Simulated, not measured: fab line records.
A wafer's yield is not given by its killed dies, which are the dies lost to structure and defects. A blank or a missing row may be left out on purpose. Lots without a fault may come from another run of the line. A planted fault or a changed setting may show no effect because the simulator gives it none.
Matching of chambers + flow n5-finfet + 3 sister chambers for N5_BEOL_M12_ILD_DEP_00 on pecvd-03
The step deposits SiOC from DEMS/O2, target thk 658.92 nm, time 130.7 s. 3 wafers are shown with their chamber, then 10 later ones without.

== EACH WAFER AND ITS CHAMBER ==
| wafer  | chamber | throttle-valve-pct (%) |
|--------|---------|------------------------|
| L086.6 | 1       | 12.3                   |
| L089.3 | 0       | 12.1                   |
| L089.5 | 2       | 11.0                   |

== WAFERS WHOSE CHAMBER IS MISSING ==
| wafer  | throttle-valve-pct (%) |
|--------|------------------------|
| L089.6 | 12.3                   |
| L093.1 | 12.1                   |
| L093.2 | 11.3                   |
| L093.6 | 12.1                   |
| L094.3 | 12.2                   |
| L094.4 | 12.0                   |
| L094.6 | 11.4                   |
| L097.3 | 11.9                   |
| L097.4 | 12.2                   |
| L097.6 | 12.2                   |

== CHAMBER TAKEN BY EACH ==
| wafer  | from the rows above     | in truth |
|--------|-------------------------|----------|
| L089.6 | can't be placed: 1 or 0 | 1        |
| L093.1 | can't be placed: 0 or 1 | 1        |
| L093.2 | 2                       | 2        |
| L093.6 | can't be placed: 0 or 1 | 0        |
| L094.3 | can't be placed: 0 or 1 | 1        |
| L094.4 | can't be placed: 0 or 1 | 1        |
| L094.6 | can't be placed: 2 or 0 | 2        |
| L097.3 | can't be placed: 0 or 1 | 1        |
| L097.4 | can't be placed: 0 or 1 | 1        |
| L097.6 | can't be placed: 0 or 1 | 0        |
Correctly placed: 1 of 10. From these rows, 9 cannot be placed; in 9 the true chamber is one of the candidates. Wrongly placed: 0.
How it was worked out, from the rows above alone: a wafer's distance from a chamber is the root of the sum, over the readings, of the square of ((its reading less the chamber's mean) divided by the reading's scatter). The wafer belongs to the nearest chamber; if the next one is less than 2 further off, it can't be placed. For every chamber, the mean is computed from those of its wafers that are shown. The scatter: with one shown wafer a chamber, the root of the mean of the squares of how far each hidden wafer lies from its nearest shown one.
